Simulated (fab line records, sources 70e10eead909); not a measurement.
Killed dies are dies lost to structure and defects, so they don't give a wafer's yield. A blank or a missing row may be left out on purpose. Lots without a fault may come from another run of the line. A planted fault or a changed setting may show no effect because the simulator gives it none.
Which tool did it? | flow nand_harc | 10 lots, 30 wafers sampled, at 7 steps of a route of 1159

WHAT THE GAUGES READ, wafer by wafer
NHARC_A_M1_OVL_MEAS_10: pitch 240 nm. Usual: overlay_x_nm -0.1 nm, standard deviation 1; overlay_y_nm 0.0 nm, standard deviation 0.64.
lot  | measured     | on         | overlay_x_nm (nm) | overlay_y_nm (nm) | flag
L483 | day 17 23:06 | overlay-01 | 1.0 1.1 1.6       | 0.0 0.9 -0.1      |
L486 | day 18 14:13 | overlay-02 | 0.4 0.4 0.9       | -0.7 -0.7 -0.1    |
L492 | day 20 02:48 | overlay-01 | -0.3 -1.1 -0.7    | 0.0 0.1 0.1       |
L494 | day 20 18:10 | overlay-01 | -1.0 -0.8 -0.7    | -0.5 -0.5 -0.7    |
L496 | day 20 18:56 | overlay-02 | -1.1 -1.5 -0.5    | 1.2 0.1 0.4       |
L499 | day 22 05:49 | overlay-01 | -0.6 -0.8 -1.4    | 0.0 0.0 0.2       |
L503 | day 22 10:32 | overlay-01 | 0.5 0.7 0.3       | 0.1 0.0 0.5       |
L501 | day 23 11:47 | overlay-01 | -0.7 -0.5 -0.8    | 0.0 0.4 0.3       |
L502 | day 23 18:17 | overlay-01 | -0.6 -0.4 0.2     | 0.1 0.7 0.0       |
L505 | day 23 20:01 | overlay-02 | -0.1 -0.2 0.0     | 0.0 0.3 0.2       |

NHARC_A_M1_THK_MEAS_24: measures by xrf. Usual: thk_nm 155.3 nm, standard deviation 1.7.
lot  | measured     | on            | thk_nm (nm)       | flag
L483 | day 18 01:38 | film_metro-02 | 153.4 154.7 153.0 |
L486 | day 18 16:47 | film_metro-02 | 152.4 156.3 151.7 |
L492 | day 20 05:21 | film_metro-02 | 154.9 155.3 153.3 |
L494 | day 20 20:43 | film_metro-02 | 30.4 30.6 28.9    | OFF
L496 | day 20 21:28 | film_metro-01 | 30.3 30.7 28.9    | OFF
L499 | day 22 08:35 | film_metro-02 | 156.3 153.5 155.3 |
L503 | day 22 13:17 | film_metro-02 | 154.3 154.8 157.0 |
L501 | day 23 14:20 | film_metro-01 | 155.6 155.3 156.2 |
L502 | day 23 21:24 | film_metro-01 | 154.9 157.0 156.1 |
L505 | day 23 22:41 | film_metro-01 | 155.7 154.6 158.0 |

NHARC_END_SORT_01. Usual: defect_limited_yield 95.4 %, standard deviation 1.7; killed_at_array 27, standard deviation 12; killed_at_other 0.9, standard deviation 1.1; killed_at_periphery 3.2, standard deviation 2.4; killed_dies 31, standard deviation 12; killed_open 3.3, standard deviation 1.7; killed_short 2.0, standard deviation 1.6; sort_bin_2_pct 1.5 %, standard deviation 0.74; sort_bin_3_pct 0.25 %, standard deviation 0.22; sort_bin_4_pct 2.9 %, standard deviation 1.1; sort_n_pass 646, standard deviation 12; sort_rim_yield_pct 97.2 %, standard deviation 1.8; sort_yield_pct 95.4 %, standard deviation 1.7.
lot  | measured     | on        | defect_limited_yield (%) | killed_at_array | killed_at_other | killed_at_periphery | killed_dies | killed_open | killed_short | sort_bin_2_pct (%) | sort_bin_3_pct (%) | sort_bin_4_pct (%) | sort_n_pass | sort_rim_yield_pct (%) | sort_yield_pct (%) | flag
L494 | day 25 04:38 | prober-02 | 0 0 0                    | 676 671 670     | 0 1 3           | 1 5 4               | 677 677 677 | 1 5 5       | 4 2 2        | 95.6 95.1 93.4     | 0.89 0.30 0.15     | 3.5 4.6 6.5        | 0 0 0       | 0 0 0                  | 0 0 0              | OFF
L496 | day 25 03:07 | prober-01 | 0 0 0                    | 675 677 676     | 1 0 1           | 1 0 0               | 677 677 677 | 3 5 3       | 2 1 3        | 97.0 96.8 97.8     | 0.44 0 0.74        | 2.5 3.2 1.5        | 0 0 0       | 0 0 0                  | 0 0 0              | OFF
L499 | day 26 02:29 | prober-02 | 94.8 94.7 95.6           | 29 33 26        | 3 1 1           | 3 2 3               | 35 36 30    | 4 4 3       | 2 0 2        | 1.2 1.0 1.5        | 0.59 0 0.15        | 3.4 4.3 2.8        | 642 641 647 | 98.1 98.1 97.2         | 94.8 94.7 95.6     |
L501 | day 26 11:07 | prober-01 | 93.1 92.8 92.3           | 40 48 49        | 0 0 0           | 7 1 3               | 47 49 52    | 6 3 4       | 0 0 5        | 1.6 2.2 1.9        | 0.30 0.44 0.74     | 5.0 4.6 5.0        | 630 628 625 | 96.2 99.1 96.2         | 93.1 92.8 92.3     |
L505 | day 26 19:44 | prober-02 | 95.6 95.0 96.2           | 25 26 21        | 3 3 1           | 2 5 4               | 30 34 26    | 2 6 4       | 3 2 5        | 2.1 1.8 1.3        | 0.30 0.15 0.44     | 2.1 3.1 2.1        | 647 643 651 | 95.3 97.2 96.2         | 95.6 95.0 96.2     |

WHICH TOOL RAN EACH LOT (tool, then ch and the chambers of the sampled wafers, then the start)
lot  | NHARC_A_M1_ETCH_15                            | NHARC_A_M1_ETCH_28                            | NHARC_A_M1_ECD_22              | NHARC_A_M1_CMP_23
L483 | rie_diel-02 ch 0,1, day 18 00:38 or earlier   | rie_diel-02 ch 0,2, day 18 00:38 or earlier   | ecd_cu-01 ch 0,1, day 18 00:38 | cmp-01 ch 0,2,3, day 18 01:20
L486 | rie_diel-02 ch 0,2, day 18 15:52 or earlier   | rie_diel-09 ch 0,2,3, day 18 15:52 or earlier | ecd_cu-01 ch 0,1, day 18 15:52 | cmp-04 ch 2,3, day 18 16:28
L492 | rie_diel-09 ch 1,2,3, day 20 04:19 or earlier | rie_diel-02 ch 0,1,3, day 20 04:19 or earlier | ecd_cu-02 ch 0,1, day 20 04:19 | cmp-04 ch 0,1,2, day 20 05:05
L494 | rie_diel-02 ch 0,2,3, day 20 19:47 or earlier | rie_diel-05 ch 0,3, day 20 19:47 or earlier   | ecd_cu-01 ch 0,1, day 20 19:47 | cmp-03 ch 1,2,3, day 20 20:26
L496 | rie_diel-05 ch 0,2,3, day 20 20:25 or earlier | rie_diel-02 ch 1,2,3, day 20 20:25 or earlier | ecd_cu-01 ch 0,1, day 20 20:25 | cmp-04 ch 0,2,3, day 20 21:13
L499 | rie_diel-09 ch 1,2,3, day 22 07:31 or earlier | rie_diel-09 ch 2,3, day 22 07:31 or earlier   | ecd_cu-01 ch 0,1, day 22 07:31 | cmp-03 ch 0,2,3, day 22 08:17
L503 | rie_diel-05 ch 1,2,3, day 22 12:13 or earlier | rie_diel-09 ch 1,3, day 22 12:13 or earlier   | ecd_cu-01 ch 0,1, day 22 12:13 | cmp-04 ch 0,1,2, day 22 12:58
L501 | rie_diel-09 ch 0,2, day 23 13:17 or earlier   | rie_diel-05 ch 0,2, day 23 13:17 or earlier   | ecd_cu-01 ch 0,1, day 23 13:17 | cmp-04 ch 0,3, day 23 14:02
L502 | rie_diel-02 ch 0,1,2, day 23 20:13 or earlier | rie_diel-05 ch 0,1,3, day 23 20:13 or earlier | ecd_cu-01 ch 0,1, day 23 20:13 | cmp-01 ch 0,3, day 23 21:05
L505 | rie_diel-09 ch 0,1,2, day 23 21:37 or earlier | rie_diel-02 ch 2,3, day 23 21:37 or earlier   | ecd_cu-01 ch 0,1, day 23 21:37 | cmp-04 ch 0,1,2, day 23 22:25
- NHARC_A_M1_ETCH_15: etches the open film in C4F8/Ar, target depth 182.5 nm, time 91.2 s.
- NHARC_A_M1_ETCH_28: etches the open film in CF4/N2, target depth 30 nm, time 72.99 s.
- NHARC_A_M1_ECD_22: material Cu, target thk 400 nm.
- NHARC_A_M1_CMP_23: polishes, t overpolish 20 s, target thk 154.34 nm.

WHAT THE TOOLS THEMSELVES READ (means of the sampled wafers that have a number; where no wafer has one, the mark that the record gives instead)
NHARC_A_M1_ETCH_15. Usual: oes_product_au 0.945 a.u., standard deviation 0.024; rf_vpp_V 442.0 V, standard deviation 2.4.
lot  | tool        | oes_product_au (a.u.) | rf_vpp_V (V) | flag
L483 | rie_diel-02 | 0.926                 | 442.1        |
L486 | rie_diel-02 | 0.921                 | 441.0        |
L492 | rie_diel-09 | 0.962                 | 444.6        |
L494 | rie_diel-02 | 0.953                 | 440.4        |
L496 | rie_diel-05 | 0.964                 | 441.9        |
L499 | rie_diel-09 | 0.952                 | 443.6        |
L503 | rie_diel-05 | 0.935                 | 443.0        |
L501 | rie_diel-09 | 0.921                 | 443.6        |
L502 | rie_diel-02 | 0.972                 | 440.1        |
L505 | rie_diel-09 | 0.966                 | 443.8        |

NHARC_A_M1_ETCH_28. Usual: drypump_motor_current_A 5.9 A, standard deviation 0.46; oes_product_au 0.997 a.u., standard deviation 0.015; rf_vpp_V 314.8 V, standard deviation 2; showerhead_plenum_p_Torr 2.66 Torr, standard deviation 0.1; throttle_valve_pct 19.795 %, standard deviation 0.0089.
lot  | tool        | drypump_motor_current_A (A) | oes_product_au (a.u.) | rf_vpp_V (V) | showerhead_plenum_p_Torr (Torr) | throttle_valve_pct (%) | flag
L483 | rie_diel-02 | 5.6                         | 0.992                 | 314.9        | 2.64                            | 19.797                 |
L486 | rie_diel-09 | 5.7                         | 0.992                 | 316.4        | 2.75                            | 19.792                 |
L492 | rie_diel-02 | 6.0                         | 0.998                 | 313.7        | 2.57                            | 19.793                 |
L494 | rie_diel-05 | 5.2                         | 1.008                 | 313.7        | 2.65                            | 19.803                 |
L496 | rie_diel-02 | 5.9                         | 0.998                 | 312.4        | 2.55                            | 19.797                 |
L499 | rie_diel-09 | 6.0                         | 0.981                 | 317.2        | 2.76                            | 19.796                 |
L503 | rie_diel-09 | 5.9                         | 0.995                 | 316.5        | 2.74                            | 19.798                 |
L501 | rie_diel-05 | 6.1                         | 0.997                 | 314.0        | 2.63                            | 19.798                 |
L502 | rie_diel-05 | 5.6                         | 0.999                 | 314.5        | 2.66                            | 19.798                 |
L505 | rie_diel-02 | 5.6                         | 1.005                 | 313.4        | 2.55                            | 19.795                 |

NHARC_A_M1_ECD_22. Usual: bath_heat_duty_pct 6.5 %, standard deviation 0.9; bath_temp_c 25.01 C, standard deviation 0.11.
lot  | tool      | bath_heat_duty_pct (%) | bath_temp_c (C) | flag
L483 | ecd_cu-01 | 6.8                    | 24.98           |
L486 | ecd_cu-01 | 7.0                    | 24.90           |
L492 | ecd_cu-02 | 6.3                    | 24.97           |
L494 | ecd_cu-01 | -                      | -               | OFF
L496 | ecd_cu-01 | -                      | -               | OFF
L499 | ecd_cu-01 | 6.8                    | 24.87           |
L503 | ecd_cu-01 | 7.0                    | 25.10           |
L501 | ecd_cu-01 | 6.9                    | 25.19           |
L502 | ecd_cu-01 | 6.6                    | 24.90           |
L505 | ecd_cu-01 | 6.6                    | 24.98           |

NHARC_A_M1_CMP_23. Usual: motor_current_A 12.1 A, standard deviation 1.1; slurry_filter_dp_kPa 13.50 kPa, standard deviation 0.13; time_to_endpoint_s 31 s, standard deviation 3.1.
lot  | tool   | motor_current_A (A) | slurry_filter_dp_kPa (kPa) | time_to_endpoint_s (s) | flag
L483 | cmp-01 | 12.2                | 13.45                      | 29                     |
L486 | cmp-04 | 12.2                | 13.54                      | 27                     |
L492 | cmp-04 | 12.8                | 13.48                      | 32                     |
L494 | cmp-03 | 12.1                | 13.53                      | 3                      | OFF
L496 | cmp-04 | 12.0                | 13.49                      | 5                      | OFF
L499 | cmp-03 | 12.3                | 13.51                      | 29                     |
L503 | cmp-04 | 12.6                | 13.38                      | 33                     |
L501 | cmp-04 | 11.0                | 13.53                      | 33                     |
L502 | cmp-01 | 11.7                | 13.46                      | 27                     |
L505 | cmp-04 | 12.8                | 13.49                      | 33                     |

THE ANSWER, worked out from the rows above alone
Rule: a lot is off if the mean of its wafers that have a number lies more than 3 standard deviations from the usual mean. A lot without any number at a reading at which 4 lots or more have one is off too. The other lots that the step has rows for count as sound. The gauges are gone through in route order, then the tools' own readings, and for those a lot's mean is taken as printed above. The first step at which some lot is off is used, and at that step the reading that is off furthest; a lot without a number counts as furthest.
Off: L494, L496, at NHARC_A_M1_THK_MEAS_24 (thk_nm).
A tool fits if, at a process step before that reading, it ran every lot that is off, and no sound lot after the first of them. The gauges at NHARC_A_M1_THK_MEAS_24 aren't tried: what is off there is off at NHARC_END_SORT_01 too, on other tools, and a gauge's error can't cause that. NHARC_A_M1_ETCH_15 gives no start for some lots, so the hours and the order of its lots are those of NHARC_A_M1_ECD_22. NHARC_A_M1_ETCH_28 gives no start for some lots, so the hours and the order of its lots are those of NHARC_A_M1_ECD_22. None of those tried fits.

WHAT THE SIMULATOR HAD PUT IN
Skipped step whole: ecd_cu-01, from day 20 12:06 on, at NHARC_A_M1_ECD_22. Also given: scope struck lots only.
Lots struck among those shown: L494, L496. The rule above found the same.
